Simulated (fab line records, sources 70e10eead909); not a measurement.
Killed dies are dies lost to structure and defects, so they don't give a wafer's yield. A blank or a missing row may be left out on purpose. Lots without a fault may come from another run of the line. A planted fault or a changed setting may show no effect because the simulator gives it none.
Which tool did it? | flow nand_harc | 24 lots, 72 wafers sampled, at 6 steps of a route of 1159

WHAT THE GAUGES READ, wafer by wafer
NHARC_A_CONTACT_CD_MEAS_08: target cd 100 nm. Usual: cd_nm 100.2 nm, standard deviation 0.49.
lot  | measured     | on        | cd_nm (nm)        | flag
L074 | day 16 21:43 | cd_sem-01 | 99.8 100.0 100.6  |
L076 | day 17 14:59 | cd_sem-02 | 100.4 100.1 100.1 |
L078 | day 17 08:45 | cd_sem-01 | 100.4 100.0 99.4  |
L077 | day 17 20:00 | cd_sem-01 | 100.3 100.2 100.6 |
L075 | day 17 09:17 | cd_sem-01 | 99.1 100.2 99.4   |
L080 | day 17 15:18 | cd_sem-01 | 99.8 100.5 99.2   |
L079 | day 17 18:35 | cd_sem-02 | 100.0 100.5 100.3 |
L081 | day 18 22:35 | cd_sem-02 | 101.0 99.2 99.8   |
L082 | day 18 22:47 | cd_sem-01 | 100.8 100.7 100.9 |
L083 | day 19 07:38 | cd_sem-01 | 100.4 100.5 100.6 |
L085 | day 19 10:58 | cd_sem-01 | 100.2 100.7 100.7 |
L084 | day 19 13:32 | cd_sem-01 | 100.5 100.5 100.0 |
L087 | day 19 21:55 | cd_sem-03 | 100.4 101.0 100.2 |
L086 | day 20 19:02 | cd_sem-02 | 99.4 99.2 99.8    |
L089 | day 20 20:49 | cd_sem-02 | 100.6 100.6 99.7  |
L088 | day 20 15:08 | cd_sem-02 | 100.3 99.6 99.8   |
L090 | day 21 03:42 | cd_sem-02 | 100.8 101.0 100.8 |
L091 | day 21 16:11 | cd_sem-03 | 99.2 99.9 99.8    |
L092 | day 21 13:04 | cd_sem-01 | 100.4 100.3 100.9 |
L093 | day 21 22:55 | cd_sem-02 | 100.2 100.0 99.8  |
L094 | day 21 19:09 | cd_sem-02 | 100.3 99.9 99.7   |
L095 | day 21 13:58 | cd_sem-03 | 100.7 100.4 100.5 |
L096 | day 22 15:06 | cd_sem-02 | 99.7 99.8 99.6    |
L097 | day 22 21:47 | cd_sem-03 | 100.1 100.6 99.9  |

WHICH TOOL RAN EACH LOT (tool, then ch and the chambers of the sampled wafers, then the start)
lot  | NHARC_A_STAIRCASE_TRIM_222                    | NHARC_A_STAIRCASE_ALD_420        | NHARC_A_SGD_CUT_ETCHBACK_24        | NHARC_A_SGD_CUT_STRIP_28                      | NHARC_A_CONTACT_ETCH_126
L074 | rie_diel-02 ch 1,3, day 12 06:59 or earlier   | ald_hk-04 ch 2,3, day 12 06:59   | rie_diel-10 ch 2,3, day 14 05:58   | rie_diel-10 ch 1,2,3, day 16 16:40 or earlier | har_cap_etch-02 ch 0, day 16 16:40
L076 | rie_diel-05 ch 1,2, day 12 16:41 or earlier   | ald_hk-04 ch 1,2,3, day 12 16:41 | rie_diel-10 ch 0,1,2, day 14 20:48 | rie_diel-10 ch 2,3, day 17 09:16 or earlier   | har_cap_etch-03 ch 0,1, day 17 09:16
L078 | rie_diel-05 ch 1,2,3, day 13 00:44 or earlier | ald_hk-01 ch 1,2,3, day 13 00:44 | rie_diel-10 ch 0,1, day 14 20:40   | rie_diel-10 ch 1,2,3, day 17 03:58 or earlier | har_cap_etch-01 ch 0,1, day 17 03:58
L077 | rie_diel-11 ch 0,2,3, day 13 00:34 or earlier | ald_hk-04 ch 1,2,3, day 13 00:34 | rie_diel-09 ch 1,2,3, day 14 20:39 | rie_diel-09 ch 2,3, day 17 15:14 or earlier   | har_cap_etch-01 ch 0,1, day 17 15:14
L075 | rie_diel-11 ch 0,1,3, day 13 05:21 or earlier | ald_hk-04 ch 0,1,2, day 13 05:21 | rie_diel-08 ch 0,1,3, day 14 20:39 | rie_diel-08 ch 0,1,2, day 17 04:29 or earlier | har_cap_etch-03 ch 0,1, day 17 04:29
L080 | rie_diel-02 ch 0,1,2, day 13 07:56 or earlier | ald_hk-02 ch 1,2,3, day 13 07:56 | rie_diel-09 ch 0,1,3, day 15 01:49 | rie_diel-09 ch 0,1,3, day 17 09:43 or earlier | har_cap_etch-02 ch 0,1, day 17 09:43
L079 | rie_diel-11 ch 1,2,3, day 13 07:44 or earlier | ald_hk-04 ch 0,2,3, day 13 07:44 | rie_diel-09 ch 0,2,3, day 14 20:47 | rie_diel-09 ch 0,1, day 17 13:55 or earlier   | har_cap_etch-02 ch 1, day 17 13:55
L081 | rie_diel-11 ch 1,2,3, day 14 06:49 or earlier | ald_hk-01 ch 0,1,3, day 14 06:49 | rie_diel-09 ch 0,1,2, day 16 05:32 | rie_diel-09 ch 0,1,2, day 18 16:53 or earlier | har_cap_etch-03 ch 0,1, day 18 16:53
L082 | rie_diel-11 ch 0,3, day 14 05:44 or earlier   | ald_hk-04 ch 1,3, day 14 05:44   | rie_diel-10 ch 1,2, day 16 05:32   | rie_diel-10 ch 0,2,3, day 18 17:17 or earlier | har_cap_etch-02 ch 0,1, day 18 17:17
L083 | rie_diel-11 ch 2,3, day 14 12:26 or earlier   | ald_hk-01 ch 0,1, day 14 12:26   | rie_diel-09 ch 0,2,3, day 16 15:47 | rie_diel-09 ch 0,1, day 19 02:41 or earlier   | har_cap_etch-02 ch 0,1, day 19 02:41
L085 | rie_diel-05 ch 0,2, day 14 18:01 or earlier   | ald_hk-02 ch 0,3, day 14 18:01   | rie_diel-08 ch 0,1, day 16 15:44   | rie_diel-08 ch 1,2, day 19 06:14 or earlier   | har_cap_etch-01 ch 0,1, day 19 06:14
L084 | rie_diel-11 ch 0,1, day 14 18:00 or earlier   | ald_hk-01 ch 2,3, day 14 18:00   | rie_diel-10 ch 0,1,3, day 16 15:46 | rie_diel-10 ch 1,2,3, day 19 08:31 or earlier | har_cap_etch-03 ch 0,1, day 19 08:31
L087 | rie_diel-02 ch 0,3, day 15 01:52 or earlier   | ald_hk-01 ch 0,1,2, day 15 01:52 | rie_diel-10 ch 0,2, day 17 05:00   | rie_diel-10 ch 0,2, day 17 05:09              | har_cap_etch-01 ch 0,1, day 19 17:14
L086 | rie_diel-11 ch 0,1,2, day 15 18:58 or earlier | ald_hk-02 ch 0,2,3, day 15 18:58 | rie_diel-09 ch 0,1,3, day 17 22:31 | rie_diel-09 ch 0,1,3, day 20 13:50 or earlier | har_cap_etch-02 ch 0,1, day 20 13:50
L089 | rie_diel-11 ch 1,2, day 15 19:17 or earlier   | ald_hk-04 ch 1,2,3, day 15 19:17 | rie_diel-08 ch 0,3, day 17 22:32   | rie_diel-08 ch 0,2,3, day 20 15:43 or earlier | har_cap_etch-03 ch 0,1, day 20 15:43
L088 | rie_diel-11 ch 0,1,2, day 15 20:04 or earlier | ald_hk-02 ch 0,2, day 15 20:04   | rie_diel-10 ch 0,2,3, day 17 22:42 | rie_diel-10 ch 0,1,2, day 20 09:29 or earlier | har_cap_etch-03 ch 0,1, day 20 09:29
L090 | rie_diel-11 ch 0,1, day 16 10:16 or earlier   | ald_hk-01 ch 0,1, day 16 10:16   | rie_diel-10 ch 0,1,3, day 18 05:34 | rie_diel-10 ch 0,1,3, day 20 21:44 or earlier | har_cap_etch-02 ch 0,1, day 20 21:44
L091 | rie_diel-11 ch 0,1,2, day 16 14:54 or earlier | ald_hk-01 ch 1,2, day 16 14:54   | rie_diel-10 ch 1,3, day 18 10:59   | rie_diel-10 ch 2,3, day 21 10:43 or earlier   | har_cap_etch-03 ch 0,1, day 21 10:43
L092 | rie_diel-11 ch 1,2, day 16 09:29 or earlier   | ald_hk-01 ch 0,1,3, day 16 09:29 | rie_diel-08 ch 0,2,3, day 18 05:35 | rie_diel-08 ch 0,3, day 21 03:32 or earlier   | har_cap_etch-02 ch 0,1, day 21 03:32
L093 | rie_diel-05 ch 0,1,3, day 16 22:06 or earlier | ald_hk-01 ch 1,2,3, day 16 22:06 | rie_diel-10 ch 0,2, day 18 16:15   | rie_diel-10 ch 0,3, day 21 18:03 or earlier   | har_cap_etch-01 ch 0,1, day 21 18:03
L094 | rie_diel-11 ch 0,2,3, day 16 21:58 or earlier | ald_hk-02 ch 0,1,2, day 16 21:58 | rie_diel-09 ch 1,2,3, day 18 16:15 | rie_diel-09 ch 1,2,3, day 21 13:23 or earlier | har_cap_etch-01 ch 0,1, day 21 13:23
L095 | rie_diel-05 ch 0,1, day 17 01:07 or earlier   | ald_hk-04 ch 0,1,3, day 17 01:07 | rie_diel-08 ch 1,2, day 18 16:16   | rie_diel-08 ch 0,3, day 21 05:01 or earlier   | har_cap_etch-01 ch 0,1, day 21 05:01
L096 | rie_diel-05 ch 0,3, day 17 14:38 or earlier   | ald_hk-04 ch 0,2, day 17 14:38   | rie_diel-09 ch 0,3, day 19 13:35   | rie_diel-09 ch 1,2,3, day 22 06:39 or earlier | har_cap_etch-02 ch 0,1, day 22 06:39
L097 | rie_diel-05 ch 0,2, day 18 07:09 or earlier   | ald_hk-04 ch 1,2,3, day 18 07:09 | rie_diel-09 ch 2,3, day 20 01:33   | rie_diel-09 ch 1,2, day 22 13:23 or earlier   | har_cap_etch-03 ch 0,1, day 22 13:23
- NHARC_A_STAIRCASE_TRIM_222: chemistry O2, time 211.2 s.
- NHARC_A_STAIRCASE_ALD_420: deposits SiO2, target thk 20 nm, pulse time 6 s, ald cycles 200.
- NHARC_A_SGD_CUT_ETCHBACK_24: etches the open film in CH3F/O2, target depth 50 nm, time 92.857 s.
- NHARC_A_SGD_CUT_STRIP_28: strips in O2, time 20 s.
- NHARC_A_CONTACT_ETCH_126: etches the open film in C4F8/O2/Ar, time 155 s, target depth 956 nm.

WHAT THE TOOLS THEMSELVES READ (means of the sampled wafers that have a number; where no wafer has one, the mark that the record gives instead)
NHARC_A_STAIRCASE_TRIM_222. Usual: drypump_motor_current_A 5.74 A, standard deviation 0.27; oes_product_au 1.000 a.u., standard deviation 0.011; rf_vpp_V 57.6 V, standard deviation 0.95; showerhead_plenum_p_Torr 3.44 Torr, standard deviation 0.13; throttle_valve_pct 17.037 %, standard deviation 0.0087.
lot  | tool        | drypump_motor_current_A (A) | oes_product_au (a.u.) | rf_vpp_V (V) | showerhead_plenum_p_Torr (Torr) | throttle_valve_pct (%) | flag
L074 | rie_diel-02 | 5.89                        | 1.007                 | 57.5         | 3.52                            | 17.040                 |
L076 | rie_diel-05 | 5.63                        | 1.003                 | 58.3         | 3.60                            | 17.037                 |
L078 | rie_diel-05 | 5.59                        | 1.007                 | 58.0         | 3.62                            | 17.031                 |
L077 | rie_diel-11 | 5.84                        | 1.001                 | 57.8         | 3.47                            | 17.034                 |
L075 | rie_diel-11 | 5.70                        | 1.003                 | 57.6         | 3.46                            | 17.041                 |
L080 | rie_diel-02 | 5.66                        | 1.012                 | 57.3         | 3.37                            | 17.038                 |
L079 | rie_diel-11 | 5.65                        | 0.990                 | 57.7         | 3.46                            | 17.039                 |
L081 | rie_diel-11 | 5.66                        | 0.996                 | 56.9         | 3.45                            | 17.042                 |
L082 | rie_diel-11 | 5.89                        | 1.001                 | 57.4         | 3.47                            | 17.027                 |
L083 | rie_diel-11 | 5.58                        | 0.993                 | 58.5         | 3.56                            | 17.035                 |
L085 | rie_diel-05 | 5.54                        | 0.988                 | 57.3         | 3.51                            | 17.034                 |
L084 | rie_diel-11 | 5.80                        | 0.995                 | 56.5         | 3.34                            | 17.041                 |
L087 | rie_diel-02 | 5.48                        | 1.020                 | 56.9         | 3.46                            | 17.035                 |
L086 | rie_diel-11 | 5.91                        | 1.002                 | 57.8         | 3.35                            | 17.032                 |
L089 | rie_diel-11 | 5.85                        | 0.998                 | 57.8         | 3.35                            | 17.037                 |
L088 | rie_diel-11 | 5.91                        | 0.991                 | 57.5         | 3.35                            | 17.039                 |
L090 | rie_diel-11 | 5.78                        | 1.004                 | 56.9         | 3.33                            | 17.036                 |
L091 | rie_diel-11 | 5.92                        | 1.003                 | 57.4         | 3.35                            | 17.044                 |
L092 | rie_diel-11 | 5.76                        | 0.996                 | 57.3         | 3.33                            | 17.032                 |
L093 | rie_diel-05 | 5.62                        | 0.999                 | 58.0         | 3.54                            | 17.042                 |
L094 | rie_diel-11 | 5.83                        | 1.009                 | 57.1         | 3.46                            | 17.031                 |
L095 | rie_diel-05 | 5.68                        | 0.992                 | 57.6         | 3.52                            | 17.041                 |
L096 | rie_diel-05 | 5.59                        | 1.005                 | 57.8         | 3.46                            | 17.043                 |
L097 | rie_diel-05 | 5.58                        | 1.001                 | 57.5         | 3.43                            | 17.042                 |

NHARC_A_STAIRCASE_ALD_420. Usual: heater_power_w 468 W, standard deviation 32; precursor_pulse_height_rel 1.000, standard deviation 0.022.
lot  | tool      | heater_power_w (W) | precursor_pulse_height_rel | flag
L074 | ald_hk-04 | 462                | 1.002                      |
L076 | ald_hk-04 | 469                | 1.010                      |
L078 | ald_hk-01 | 479                | 0.984                      |
L077 | ald_hk-04 | 460                | 1.015                      |
L075 | ald_hk-04 | 458                | 0.998                      |
L080 | ald_hk-02 | 458                | 0.990                      |
L079 | ald_hk-04 | 455                | 0.978                      |
L081 | ald_hk-01 | 474                | 1.023                      |
L082 | ald_hk-04 | 453                | 1.001                      |
L083 | ald_hk-01 | 460                | 1.005                      |
L085 | ald_hk-02 | 443                | 1.020                      |
L084 | ald_hk-01 | 513                | 0.999                      |
L087 | ald_hk-01 | 479                | 1.004                      |
L086 | ald_hk-02 | 443                | 1.009                      |
L089 | ald_hk-04 | 469                | 1.007                      |
L088 | ald_hk-02 | 440                | 0.984                      |
L090 | ald_hk-01 | 457                | 0.975                      |
L091 | ald_hk-01 | 499                | 0.998                      |
L092 | ald_hk-01 | 477                | 1.002                      |
L093 | ald_hk-01 | 489                | 0.970                      |
L094 | ald_hk-02 | 445                | 1.011                      |
L095 | ald_hk-04 | 446                | 0.990                      |
L096 | ald_hk-04 | 491                | 0.989                      |
L097 | ald_hk-04 | 460                | 1.026                      |

NHARC_A_SGD_CUT_ETCHBACK_24. Usual: drypump_motor_current_A 5.7 A, standard deviation 0.49; oes_product_au 0.98 a.u., standard deviation 0.033; rf_vpp_V 244.6 V, standard deviation 1.9; showerhead_plenum_p_Torr 2.48 Torr, standard deviation 0.13; throttle_valve_pct 20.663 %, standard deviation 0.009.
lot  | tool        | drypump_motor_current_A (A) | oes_product_au (a.u.) | rf_vpp_V (V) | showerhead_plenum_p_Torr (Torr) | throttle_valve_pct (%) | flag
L074 | rie_diel-10 | 5.8                         | 1.00                  | 244.8        | 2.48                            | 20.664                 |
L076 | rie_diel-10 | 5.2                         | 0.96                  | 242.9        | 2.41                            | 20.662                 |
L078 | rie_diel-10 | 4.9                         | 0.93                  | 243.0        | 2.43                            | 20.658                 |
L077 | rie_diel-09 | 5.9                         | 0.99                  | 245.9        | 2.62                            | 20.664                 |
L075 | rie_diel-08 | 5.8                         | 0.99                  | 244.7        | 2.50                            | 20.663                 |
L080 | rie_diel-09 | 6.0                         | 0.93                  | 245.8        | 2.51                            | 20.662                 |
L079 | rie_diel-09 | 6.0                         | 0.99                  | 245.7        | 2.53                            | 20.670                 |
L081 | rie_diel-09 | 6.1                         | 0.92                  | 245.5        | 2.51                            | 20.669                 |
L082 | rie_diel-10 | 5.2                         | 1.01                  | 245.6        | 2.45                            | 20.658                 |
L083 | rie_diel-09 | 6.0                         | 0.93                  | 245.3        | 2.53                            | 20.666                 |
L085 | rie_diel-08 | 6.1                         | 1.00                  | 244.5        | 2.57                            | 20.664                 |
L084 | rie_diel-10 | 5.3                         | 1.00                  | 244.7        | 2.48                            | 20.660                 |
L087 | rie_diel-10 | 5.3                         | 0.93                  | 243.1        | 2.36                            | 20.671                 |
L086 | rie_diel-09 | 6.0                         | 1.00                  | 244.9        | 2.51                            | 20.655                 |
L089 | rie_diel-08 | 6.1                         | 0.93                  | 244.7        | 2.47                            | 20.666                 |
L088 | rie_diel-10 | 5.6                         | 0.99                  | 245.1        | 2.45                            | 20.665                 |
L090 | rie_diel-10 | 5.3                         | 0.98                  | 244.2        | 2.47                            | 20.657                 |
L091 | rie_diel-10 | 5.3                         | 1.02                  | 245.0        | 2.52                            | 20.656                 |
L092 | rie_diel-08 | 5.8                         | 0.99                  | 242.7        | 2.38                            | 20.662                 |
L093 | rie_diel-10 | 5.2                         | 1.01                  | 242.8        | 2.36                            | 20.663                 |
L094 | rie_diel-09 | 5.9                         | 1.00                  | 246.2        | 2.61                            | 20.650                 |
L095 | rie_diel-08 | 5.4                         | 1.00                  | 244.7        | 2.49                            | 20.664                 |
L096 | rie_diel-09 | 6.1                         | 1.01                  | 243.7        | 2.43                            | 20.662                 |
L097 | rie_diel-09 | 5.8                         | 0.99                  | 245.6        | 2.64                            | 20.660                 |

NHARC_A_SGD_CUT_STRIP_28. Usual: drypump_motor_current_A 5.7 A, standard deviation 0.47; oes_product_au 1.002 a.u., standard deviation 0.011; rf_vpp_V 57.9 V, standard deviation 0.99; showerhead_plenum_p_Torr 3.57 Torr, standard deviation 0.18; throttle_valve_pct 17.038 %, standard deviation 0.0088.
lot  | tool        | drypump_motor_current_A (A) | oes_product_au (a.u.) | rf_vpp_V (V) | showerhead_plenum_p_Torr (Torr) | throttle_valve_pct (%) | flag
L074 | rie_diel-10 | 5.6                         | 1.009                 | 57.9         | 3.59                            | 17.041                 |
L076 | rie_diel-10 | 6.0                         | 1.008                 | 58.0         | 3.66                            | 17.036                 |
L078 | rie_diel-10 | 5.6                         | 1.002                 | 59.4         | 3.59                            | 17.042                 |
L077 | rie_diel-09 | 5.9                         | 0.987                 | 58.7         | 3.77                            | 17.050                 |
L075 | rie_diel-08 | 5.7                         | 0.997                 | 58.9         | 3.56                            | 17.034                 |
L080 | rie_diel-09 | 6.0                         | 1.001                 | 57.0         | 3.60                            | 17.034                 |
L079 | rie_diel-09 | 6.1                         | 1.005                 | 58.0         | 3.45                            | 17.045                 |
L081 | rie_diel-09 | 6.1                         | 1.000                 | 58.1         | 3.59                            | 17.033                 |
L082 | rie_diel-10 | 5.6                         | 0.999                 | 57.4         | 3.53                            | 17.042                 |
L083 | rie_diel-09 | 6.1                         | 1.003                 | 58.4         | 3.45                            | 17.036                 |
L085 | rie_diel-08 | 5.4                         | 0.994                 | 57.3         | 3.43                            | 17.035                 |
L084 | rie_diel-10 | 5.6                         | 1.002                 | 57.5         | 3.59                            | 17.052                 |
L087 | rie_diel-10 | 5.2                         | 1.004                 | 57.9         | 3.39                            | 17.039                 |
L086 | rie_diel-09 | 6.0                         | 1.002                 | 57.7         | 3.60                            | 17.045                 |
L089 | rie_diel-08 | 5.8                         | 0.994                 | 57.0         | 3.42                            | 17.035                 |
L088 | rie_diel-10 | 5.2                         | 1.008                 | 57.5         | 3.45                            | 17.032                 |
L090 | rie_diel-10 | 5.3                         | 1.013                 | 58.4         | 3.55                            | 17.035                 |
L091 | rie_diel-10 | 5.9                         | 0.999                 | 59.2         | 3.65                            | 17.037                 |
L092 | rie_diel-08 | 6.2                         | 0.991                 | 57.4         | 3.55                            | 17.039                 |
L093 | rie_diel-10 | 5.3                         | 1.012                 | 57.7         | 3.48                            | 17.037                 |
L094 | rie_diel-09 | 5.9                         | 0.998                 | 58.6         | 3.74                            | 17.034                 |
L095 | rie_diel-08 | 6.2                         | 0.998                 | 56.6         | 3.55                            | 17.037                 |
L096 | rie_diel-09 | 5.9                         | 0.998                 | 58.1         | 3.74                            | 17.029                 |
L097 | rie_diel-09 | 6.0                         | 0.995                 | 58.6         | 3.71                            | 17.041                 |

THE ANSWER, worked out from the rows above alone
Rule: a lot is off if the mean of its wafers that have a number lies more than 3 standard deviations from the usual mean. A lot without any number at a reading at which 4 lots or more have one is off too. The other lots that the step has rows for count as sound. The gauges are gone through in route order, then the tools' own readings, and for those a lot's mean is taken as printed above. The first step at which some lot is off is used, and at that step the reading that is off furthest; a lot without a number counts as furthest.
No lot is off at any reading shown: from this, nothing can be told.

WHAT THE SIMULATOR HAD PUT IN
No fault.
